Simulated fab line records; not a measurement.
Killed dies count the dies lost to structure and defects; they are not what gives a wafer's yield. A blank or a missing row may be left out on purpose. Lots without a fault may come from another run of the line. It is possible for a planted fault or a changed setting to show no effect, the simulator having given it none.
Which tool is to blame? | flow nandHarc | 24 lots with 72 wafers sampled at 6 steps, on a route of 1159 steps

== WHAT THE GAUGES READ, wafer by wafer ==
No reading from a measuring or inspecting step in the record can be judged against a usual standard deviation.

== WHAT TOOL EACH LOT RAN ON (gives the tool, then ch and the chambers of the sampled wafers, and finally the start) ==
lot  | NHARC_A_STAIRCASE_DESCUM_168      | NHARC_A_STAIRCASE_STRIP_171         | NHARC_A_STAIRCASE_ETCH_23                    | NHARC_A_STAIRCASE_DESCUM_186      | NHARC_A_STAIRCASE_TRIM_198      | NHARC_A_STAIRCASE_ETCH_203
L074 | rieDiel-13 ch 1,2,3, day 11 01:57 | plasmaAsher-02 ch 0,1, day 11 02:36 | rieDiel-08 ch 0,1,3, day 11 08:13 or earlier | rieDiel-13 ch 0,2,3, day 11 08:13 | rieDiel-08 ch 0,1,3, no start   | rieDiel-08 ch 0,1,3, no start
L075 | rieDiel-08 ch 0,3, day 11 02:07   | plasmaAsher-01 ch 1, day 11 02:28   | rieDiel-04 ch 1,2,3, day 11 07:44 or earlier | rieDiel-13 ch 0,2, day 11 07:44   | rieDiel-13 ch 1,3, day 11 09:20 | rieDiel-08 ch 0,1,3, no start
L077 | rieDiel-13 ch 0,2,3, day 11 09:54 | plasmaAsher-01 ch 0,1, day 11 10:34 | rieDiel-08 ch 1,3, day 11 18:50 or earlier   | rieDiel-08 ch 0,3, day 11 18:50   | rieDiel-13 ch 0,2,3, no start   | rieDiel-13 ch 1,2,3, no start
L076 | rieDiel-04 ch 1,3, day 11 10:04   | plasmaAsher-02 ch 0,1, day 11 10:23 | rieDiel-04 ch 2,3, day 11 17:23 or earlier   | rieDiel-13 ch 0,1,2, day 11 17:23 | rieDiel-13 ch 1,2,3, no start   | rieDiel-13 ch 0,1,2, no start
L078 | rieDiel-13 ch 0,2,3, day 11 19:40 | plasmaAsher-02 ch 0,1, day 11 19:59 | rieDiel-08 ch 0,3, day 12 01:17 or earlier   | rieDiel-08 ch 0,1, day 12 01:17   | rieDiel-04 ch 0,2,3, no start   | rieDiel-04 ch 0,1, no start
L081 | rieDiel-13 ch 0,2,3, day 12 06:13 | plasmaAsher-01 ch 0,1, day 12 06:45 | rieDiel-04 ch 0,1,2, day 12 13:50 or earlier | rieDiel-04 ch 2,3, day 12 13:50   | rieDiel-04 ch 0,1, no start     | rieDiel-04 ch 1,2,3, no start
L080 | rieDiel-04 ch 1,2, day 12 06:23   | plasmaAsher-01 ch 0,1, day 12 07:02 | rieDiel-08 ch 0,1,3, day 12 15:30 or earlier | rieDiel-08 ch 0,1,3, day 12 15:30 | rieDiel-08 ch 0,1, no start     | rieDiel-08 ch 1,3, no start
L084 | rieDiel-04 ch 0,1, day 12 12:29   | plasmaAsher-02 ch 0,1, day 12 12:57 | rieDiel-08 ch 1,3, day 12 22:50 or earlier   | rieDiel-04 ch 1,2,3, day 12 22:50 | rieDiel-13 ch 0,1, no start     | rieDiel-13 ch 0,2, no start
L082 | rieDiel-04 ch 0,2, day 12 12:47   | plasmaAsher-02 ch 0,1, day 12 13:14 | rieDiel-08 ch 1,3, day 12 22:59 or earlier   | rieDiel-13 ch 0,1,3, day 12 22:59 | rieDiel-13 ch 1,2, no start     | rieDiel-13 ch 0,1,2, no start
L083 | rieDiel-04 ch 0,1,2, day 12 18:58 | plasmaAsher-01 ch 0,1, day 12 21:38 | rieDiel-08 ch 1,3, day 13 04:17 or earlier   | rieDiel-08 ch 1,3, day 13 04:17   | rieDiel-13 ch 0,1,3, no start   | rieDiel-13 ch 2,3, no start
L079 | rieDiel-08 ch 0,3, day 12 19:14   | plasmaAsher-02 ch 0,1, day 12 21:38 | rieDiel-08 ch 0,1, day 13 05:17 or earlier   | rieDiel-13 ch 0,2, day 13 05:17   | rieDiel-13 ch 1,2, no start     | rieDiel-13 ch 0,1, no start
L086 | rieDiel-04 ch 0,2,3, day 13 13:59 | plasmaAsher-01 ch 0,1, day 13 14:18 | rieDiel-13 ch 0,1,2, day 13 19:59 or earlier | rieDiel-04 ch 0,2,3, day 13 19:59 | rieDiel-04 ch 0,1,3, no start   | rieDiel-04 ch 0,2,3, no start
L088 | rieDiel-04 ch 0,1,2, day 13 14:27 | plasmaAsher-02 ch 0,1, day 13 14:49 | rieDiel-13 ch 0,2,3, day 13 20:21 or earlier | rieDiel-13 ch 0,1,2, day 13 20:21 | rieDiel-13 ch 1,2,3, no start   | rieDiel-13 ch 0,2,3, no start
L087 | rieDiel-04 ch 0,1,2, day 13 21:32 | plasmaAsher-02 ch 0,1, day 13 22:14 | rieDiel-08 ch 1,3, day 14 04:01 or earlier   | rieDiel-13 ch 0,1,3, day 14 04:01 | rieDiel-04 ch 0,1,3, no start   | rieDiel-04 ch 0,1,2, no start
L085 | rieDiel-04 ch 1,2,3, day 13 21:35 | plasmaAsher-01 ch 0, day 13 22:19   | rieDiel-13 ch 0,1,2, day 14 04:41 or earlier | rieDiel-08 ch 0,1,3, day 14 04:41 | rieDiel-08 ch 0,1, no start     | rieDiel-08 ch 0,1, no start
L089 | rieDiel-04 ch 2,3, day 14 12:14   | plasmaAsher-02 ch 0, day 14 12:35   | rieDiel-08 ch 0,1, day 14 18:13 or earlier   | rieDiel-04 ch 0,3, day 14 18:13   | rieDiel-04 ch 1,2, no start     | rieDiel-04 ch 0,1, no start
L090 | rieDiel-13 ch 0,1,2, day 14 17:05 | plasmaAsher-02 ch 1, day 14 18:49   | rieDiel-08 ch 1,2, day 15 01:07 or earlier   | rieDiel-13 ch 1,2,3, day 15 01:07 | rieDiel-08 ch 0,1,2, no start   | rieDiel-08 ch 0,2, no start
L091 | rieDiel-04 ch 0,2, day 14 17:17   | plasmaAsher-02 ch 1, day 14 17:35   | rieDiel-04 ch 0,3, day 14 23:01 or earlier   | rieDiel-13 ch 0,2,3, day 14 23:01 | rieDiel-04 ch 0,1,2, no start   | rieDiel-04 ch 0,2,3, no start
L093 | rieDiel-04 ch 0,2,3, day 15 01:42 | plasmaAsher-01 ch 0,1, day 15 02:01 | rieDiel-08 ch 0,1,3, day 15 07:23 or earlier | rieDiel-13 ch 0,1,3, day 15 07:23 | rieDiel-13 ch 0,1,2, no start   | rieDiel-13 ch 0,1,2, no start
L092 | rieDiel-04 ch 1,3, day 15 02:01   | plasmaAsher-02 ch 0,1, day 15 02:35 | rieDiel-04 ch 0,3, day 15 07:50 or earlier   | rieDiel-04 ch 1,2, day 15 07:50   | rieDiel-04 ch 2,3, no start     | rieDiel-04 ch 0,3, no start
L094 | rieDiel-08 ch 0,1,3, day 15 12:31 | plasmaAsher-02 ch 0,1, day 15 12:53 | rieDiel-04 ch 0,1, day 15 18:05 or earlier   | rieDiel-13 ch 0,1,3, day 15 18:05 | rieDiel-04 ch 0,2, no start     | rieDiel-04 ch 1,2,3, no start
L095 | rieDiel-13 ch 1,3, day 15 12:36   | plasmaAsher-02 ch 0,1, day 15 13:26 | rieDiel-13 ch 0,1,3, day 15 18:51 or earlier | rieDiel-08 ch 1,3, day 15 18:51   | rieDiel-13 ch 1,2,3, no start   | rieDiel-13 ch 0,1,2, no start
L096 | rieDiel-04 ch 1,2,3, day 16 10:26 | plasmaAsher-01 ch 0,1, day 16 10:46 | rieDiel-13 ch 0,2,3, day 16 16:05 or earlier | rieDiel-08 ch 0,2,3, day 16 16:05 | rieDiel-08 ch 1,2,3, no start   | rieDiel-08 ch 0,1,2, no start
L097 | rieDiel-13 ch 0,2, day 16 21:36   | plasmaAsher-01 ch 0,1, day 16 21:55 | rieDiel-04 ch 1,2,3, day 17 03:36 or earlier | rieDiel-04 ch 0,1,2, day 17 03:36 | rieDiel-04 ch 0,2,3, no start   | rieDiel-04 ch 0,3, no start
- NHARC_A_STAIRCASE_DESCUM_168: chemistry O2, time 3 s.
- NHARC_A_STAIRCASE_STRIP_171: strips in O2.
- NHARC_A_STAIRCASE_ETCH_23: etches the open film in C4F8/O2, target depth 100 nm, time 40.5 s.
- NHARC_A_STAIRCASE_DESCUM_186: chemistry O2, time 3 s.
- NHARC_A_STAIRCASE_TRIM_198: chemistry O2, time 211.2 s.
- NHARC_A_STAIRCASE_ETCH_203: etches the open film in C4F8/O2, target depth 100 nm, time 40.5 s.

== AS READ BY THE TOOLS THEMSELVES (means over the sampled wafers that have a number; for cases with no such wafer, the mark the record gives instead) ==
NHARC_A_STAIRCASE_DESCUM_168.
lot  | tool       | drypumpMotorCurrentA (A) | oesProductAu (a.u.) | rfVppV (V) | showerheadPlenumPTorr (Torr) | throttleValvePct (%)
L074 | rieDiel-13 | 5.5                      | 1.005               | 57.8       | 1.91                         | 11.312
L075 | rieDiel-08 | 6.1                      | 0.995               | 57.4       | 1.92                         | 11.315
L077 | rieDiel-13 | 5.6                      | 0.993               | 57.8       | 1.90                         | 11.309
L076 | rieDiel-04 | 5.9                      | 0.998               | 58.7       | 2.01                         | 11.309
L078 | rieDiel-13 | 5.6                      | 0.999               | 58.5       | 1.90                         | 11.323
L081 | rieDiel-13 | 5.6                      | 0.992               | 57.7       | 1.89                         | 11.313
L080 | rieDiel-04 | 5.5                      | 0.990               | 58.1       | 1.95                         | 11.309
L084 | rieDiel-04 | 5.7                      | 0.988               | 58.1       | 1.99                         | 11.307
L082 | rieDiel-04 | 5.9                      | 0.996               | 58.1       | 1.89                         | 11.306
L083 | rieDiel-04 | 5.7                      | 0.997               | 57.7       | 1.92                         | 11.309
L079 | rieDiel-08 | 6.1                      | 0.986               | 57.7       | 1.91                         | 11.311
L086 | rieDiel-04 | 5.9                      | 0.985               | 57.9       | 1.91                         | 11.311
L088 | rieDiel-04 | 5.7                      | 0.985               | 57.8       | 1.92                         | 11.315
L087 | rieDiel-04 | 5.7                      | 0.996               | 58.8       | 1.92                         | 11.313
L085 | rieDiel-04 | 5.7                      | 0.991               | 57.3       | 1.94                         | 11.318
L089 | rieDiel-04 | 5.6                      | 0.994               | 57.2       | 1.88                         | 11.316
L090 | rieDiel-13 | 5.5                      | 0.999               | 57.8       | 1.89                         | 11.306
L091 | rieDiel-04 | 5.6                      | 0.998               | 57.6       | 1.85                         | 11.313
L093 | rieDiel-04 | 5.9                      | 0.995               | 58.0       | 1.91                         | 11.312
L092 | rieDiel-04 | 5.9                      | 1.000               | 57.9       | 1.99                         | 11.308
L094 | rieDiel-08 | 6.1                      | 1.009               | 57.3       | 1.87                         | 11.318
L095 | rieDiel-13 | 5.3                      | 0.997               | 57.8       | 1.87                         | 11.319
L096 | rieDiel-04 | 5.7                      | 0.996               | 57.6       | 1.93                         | 11.308
L097 | rieDiel-13 | 5.6                      | 1.014               | 57.3       | 1.92                         | 11.311

NHARC_A_STAIRCASE_STRIP_171.
lot  | tool           | drypumpMotorCurrentA (A) | heaterPowerW (W)
L074 | plasmaAsher-02 | 5.38                     | 307
L075 | plasmaAsher-01 | 5.40                     | 340
L077 | plasmaAsher-01 | 5.47                     | 338
L076 | plasmaAsher-02 | 5.37                     | 307
L078 | plasmaAsher-02 | 5.36                     | 308
L081 | plasmaAsher-01 | 5.46                     | 340
L080 | plasmaAsher-01 | 5.47                     | 340
L084 | plasmaAsher-02 | 5.38                     | 302
L082 | plasmaAsher-02 | 5.41                     | 304
L083 | plasmaAsher-01 | 5.52                     | 330
L079 | plasmaAsher-02 | 5.34                     | 311
L086 | plasmaAsher-01 | 5.52                     | 331
L088 | plasmaAsher-02 | 5.36                     | 304
L087 | plasmaAsher-02 | 5.35                     | 307
L085 | plasmaAsher-01 | 5.57                     | 326
L089 | plasmaAsher-02 | 5.30                     | 306
L090 | plasmaAsher-02 | 5.37                     | 309
L091 | plasmaAsher-02 | 5.40                     | 305
L093 | plasmaAsher-01 | 5.47                     | 336
L092 | plasmaAsher-02 | 5.34                     | 303
L094 | plasmaAsher-02 | 5.34                     | 307
L095 | plasmaAsher-02 | 5.32                     | 313
L096 | plasmaAsher-01 | 5.52                     | 328
L097 | plasmaAsher-01 | 5.45                     | 329

NHARC_A_STAIRCASE_ETCH_23.
lot  | tool       | oesProductAu (a.u.) | rfVppV (V)
L074 | rieDiel-08 | 0.942               | 893
L075 | rieDiel-04 | 0.931               | 899
L077 | rieDiel-08 | 0.914               | 892
L076 | rieDiel-04 | 0.941               | 894
L078 | rieDiel-08 | 0.943               | 895
L081 | rieDiel-04 | 0.935               | 896
L080 | rieDiel-08 | 0.943               | 894
L084 | rieDiel-08 | 0.921               | 892
L082 | rieDiel-08 | 0.930               | 893
L083 | rieDiel-08 | 0.925               | 890
L079 | rieDiel-08 | 0.930               | 894
L086 | rieDiel-13 | 0.935               | 894
L088 | rieDiel-13 | 0.935               | 894
L087 | rieDiel-08 | 0.952               | 891
L085 | rieDiel-13 | 0.931               | 894
L089 | rieDiel-08 | 0.955               | 891
L090 | rieDiel-08 | 0.961               | 892
L091 | rieDiel-04 | 0.928               | 898
L093 | rieDiel-08 | 0.959               | 893
L092 | rieDiel-04 | 0.960               | 900
L094 | rieDiel-04 | 0.926               | 900
L095 | rieDiel-13 | 0.956               | 891
L096 | rieDiel-13 | 0.944               | 894
L097 | rieDiel-04 | 0.957               | 897

NHARC_A_STAIRCASE_DESCUM_186.
lot  | tool       | drypumpMotorCurrentA (A) | oesProductAu (a.u.) | rfVppV (V) | showerheadPlenumPTorr (Torr) | throttleValvePct (%)
L074 | rieDiel-13 | 5.5                      | 1.004               | 58.0       | 1.90                         | 11.315
L075 | rieDiel-13 | 5.5                      | 0.998               | 57.7       | 1.94                         | 11.309
L077 | rieDiel-08 | 6.0                      | 1.000               | 58.4       | 1.90                         | 11.310
L076 | rieDiel-13 | 5.4                      | 0.996               | 58.9       | 1.90                         | 11.311
L078 | rieDiel-08 | 6.3                      | 1.002               | 58.2       | 1.89                         | 11.300
L081 | rieDiel-04 | 5.6                      | 0.995               | 57.4       | 1.88                         | 11.312
L080 | rieDiel-08 | 6.1                      | 0.991               | 57.8       | 1.87                         | 11.314
L084 | rieDiel-04 | 5.7                      | 0.989               | 57.8       | 1.94                         | 11.312
L082 | rieDiel-13 | 5.4                      | 0.995               | 57.5       | 1.85                         | 11.312
L083 | rieDiel-08 | 5.9                      | 0.997               | 57.6       | 1.85                         | 11.307
L079 | rieDiel-13 | 5.5                      | 0.996               | 57.5       | 1.88                         | 11.306
L086 | rieDiel-04 | 5.9                      | 0.986               | 57.8       | 1.91                         | 11.313
L088 | rieDiel-13 | 5.4                      | 1.008               | 56.9       | 1.89                         | 11.313
L087 | rieDiel-13 | 5.4                      | 0.996               | 57.7       | 1.85                         | 11.311
L085 | rieDiel-08 | 6.1                      | 1.009               | 57.7       | 1.87                         | 11.314
L089 | rieDiel-04 | 6.1                      | 0.999               | 57.9       | 1.97                         | 11.314
L090 | rieDiel-13 | 5.5                      | 0.998               | 58.0       | 1.90                         | 11.313
L091 | rieDiel-13 | 5.6                      | 0.997               | 56.9       | 1.89                         | 11.317
L093 | rieDiel-13 | 5.4                      | 1.008               | 57.4       | 1.85                         | 11.311
L092 | rieDiel-04 | 5.4                      | 0.993               | 58.5       | 1.88                         | 11.316
L094 | rieDiel-13 | 5.4                      | 0.999               | 57.8       | 1.84                         | 11.310
L095 | rieDiel-08 | 5.9                      | 1.006               | 57.8       | 1.85                         | 11.308
L096 | rieDiel-08 | 5.8                      | 0.992               | 58.6       | 1.91                         | 11.318
L097 | rieDiel-04 | 5.7                      | 0.990               | 57.9       | 1.91                         | 11.310

NHARC_A_STAIRCASE_TRIM_198.
lot  | tool       | drypumpMotorCurrentA (A) | oesProductAu (a.u.) | rfVppV (V) | showerheadPlenumPTorr (Torr) | throttleValvePct (%)
L074 | rieDiel-08 | 6.1                      | 0.997               | 58.2       | 3.47                         | 17.038
L075 | rieDiel-13 | 5.5                      | 1.001               | 57.5       | 3.46                         | 17.030
L077 | rieDiel-13 | 5.6                      | 0.994               | 57.6       | 3.50                         | 17.034
L076 | rieDiel-13 | 5.5                      | 1.000               | 58.0       | 3.52                         | 17.041
L078 | rieDiel-04 | 5.9                      | 0.996               | 57.8       | 3.54                         | 17.035
L081 | rieDiel-04 | 5.9                      | 0.990               | 58.4       | 3.61                         | 17.048
L080 | rieDiel-08 | 6.2                      | 1.002               | 57.9       | 3.49                         | 17.043
L084 | rieDiel-13 | 5.3                      | 1.010               | 56.8       | 3.43                         | 17.035
L082 | rieDiel-13 | 5.3                      | 1.007               | 57.5       | 3.52                         | 17.041
L083 | rieDiel-13 | 5.4                      | 0.998               | 58.0       | 3.43                         | 17.034
L079 | rieDiel-13 | 5.3                      | 1.007               | 57.4       | 3.52                         | 17.038
L086 | rieDiel-04 | 5.9                      | 0.993               | 58.0       | 3.64                         | 17.041
L088 | rieDiel-13 | 5.5                      | 1.004               | 57.0       | 3.52                         | 17.030
L087 | rieDiel-04 | 5.9                      | 0.999               | 58.7       | 3.63                         | 17.033
L085 | rieDiel-08 | 6.3                      | 1.003               | 56.2       | 3.40                         | 17.033
L089 | rieDiel-04 | 5.4                      | 0.990               | 57.8       | 3.47                         | 17.046
L090 | rieDiel-08 | 6.0                      | 1.007               | 58.3       | 3.49                         | 17.040
L091 | rieDiel-04 | 5.7                      | 0.992               | 57.4       | 3.53                         | 17.034
L093 | rieDiel-13 | 5.4                      | 1.006               | 57.9       | 3.48                         | 17.039
L092 | rieDiel-04 | 5.6                      | 0.992               | 57.5       | 3.46                         | 17.034
L094 | rieDiel-04 | 5.9                      | 0.992               | 56.7       | 3.48                         | 17.030
L095 | rieDiel-13 | 5.5                      | 0.999               | 57.4       | 3.50                         | 17.038
L096 | rieDiel-08 | 5.8                      | 1.001               | 56.2       | 3.46                         | 17.041
L097 | rieDiel-04 | 5.9                      | 0.992               | 57.9       | 3.51                         | 17.030

NHARC_A_STAIRCASE_ETCH_203.
lot  | tool       | oesProductAu (a.u.) | rfVppV (V)
L074 | rieDiel-08 | 0.948               | 894
L075 | rieDiel-08 | 0.942               | 894
L077 | rieDiel-13 | 0.948               | 895
L076 | rieDiel-13 | 0.941               | 895
L078 | rieDiel-04 | 0.942               | 899
L081 | rieDiel-04 | 0.929               | 898
L080 | rieDiel-08 | 0.926               | 893
L084 | rieDiel-13 | 0.930               | 894
L082 | rieDiel-13 | 0.930               | 895
L083 | rieDiel-13 | 0.923               | 898
L079 | rieDiel-13 | 0.930               | 892
L086 | rieDiel-04 | 0.938               | 896
L088 | rieDiel-13 | 0.951               | 895
L087 | rieDiel-04 | 0.950               | 896
L085 | rieDiel-08 | 0.950               | 894
L089 | rieDiel-04 | 0.939               | 899
L090 | rieDiel-08 | 0.945               | 898
L091 | rieDiel-04 | 0.944               | 895
L093 | rieDiel-13 | 0.948               | 895
L092 | rieDiel-04 | 0.937               | 899
L094 | rieDiel-04 | 0.938               | 898
L095 | rieDiel-13 | 0.947               | 894
L096 | rieDiel-08 | 0.950               | 895
L097 | rieDiel-04 | 0.925               | 898

== THE ANSWER, worked out from the rows above alone ==
Rule: the usual values come from the lots themselves. The widest of any qualifying gaps counts: lots, ordered by their means at a reading, are off when they make up no more than a third of the lots, leave a main group of 4 or more, and stand apart from it by 3 or more times the standard deviation of that group's means. If all means in a main group match to the digits the tables above print for the reading, that group is not used. A lot without any number at a reading at which 4 lots or more have one is off too. The other lots that the step has rows for count as sound. After the gauges, taken in route order, come the tools' own readings; for these a lot's mean is taken, as printed above. At the first step where some lot is off, the reading lying furthest off is the one used; lots without a number count as furthest.
None of the lots is off at any reading shown; this tells nothing.

== WHAT THE SIMULATOR HAD INSERTED ==
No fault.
